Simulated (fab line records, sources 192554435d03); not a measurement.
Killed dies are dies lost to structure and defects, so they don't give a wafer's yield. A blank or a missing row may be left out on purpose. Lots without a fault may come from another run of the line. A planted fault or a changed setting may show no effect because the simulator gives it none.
Chamber matching | flow n5_finfet | N5_BEOL_M4_PECVD_72 on pecvd-02: 3 sister chambers
The step deposits SiO2 from TEOS/O2, target thk 16 nm, time 18 s. 6 wafers are shown with their chamber, then 11 later ones without.

WAFERS WITH THEIR CHAMBER
wafer  | chamber | throttle_valve_pct (%) | heater_power_w (W)
L079.4 | 0       | 22.0                   | 605
L086.2 | 0       | 22.2                   | 643
L088.6 | 1       | 22.4                   | 826
L090.4 | 1       | 22.7                   | 830
L090.5 | 2       | 20.5                   | 564
L092.2 | 2       | 20.7                   | 550

WAFERS WITHOUT THEIR CHAMBER
wafer  | throttle_valve_pct (%) | heater_power_w (W)
L092.3 | 22.5                   | 899
L092.5 | 22.1                   | 744
L094.1 | 22.3                   | 677
L094.3 | 22.4                   | 896
L094.4 | 22.3                   | 877
L093.1 | 22.2                   | 727
L093.4 | 22.4                   | 716
L093.6 | 22.4                   | 768
L096.3 | 22.3                   | 650
L096.4 | 20.5                   | 596
L096.5 | 22.1                   | 665

WHICH CHAMBER EACH WENT THROUGH
wafer  | from the rows above     | in truth
L092.3 | 1                       | 1
L092.5 | can't be placed: 1 or 0 | 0
L094.1 | 0                       | 0
L094.3 | 1                       | 1
L094.4 | 1                       | 1
L093.1 | can't be placed: 0 or 1 | 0
L093.4 | can't be placed: 0 or 1 | 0
L093.6 | 1                       | 1
L096.3 | 0                       | 0
L096.4 | 2                       | 2
L096.5 | 0                       | 0
Placed correctly: 8 of 11. Can't be placed from these rows: 3 (the true chamber is among the candidates in 3). Placed wrongly: 0.
How it was worked out, from the rows above alone: a wafer's distance from a chamber is the root of the sum, over the readings, of the square of ((its reading less the chamber's mean) divided by the reading's scatter). The wafer belongs to the nearest chamber; if the next one is less than 2 further off, it can't be placed. A chamber's mean is the mean of its shown wafers. The scatter: the root of (the sum of the squares of (reading less its chamber's mean) over the shown wafers, divided by (wafers less chambers)).
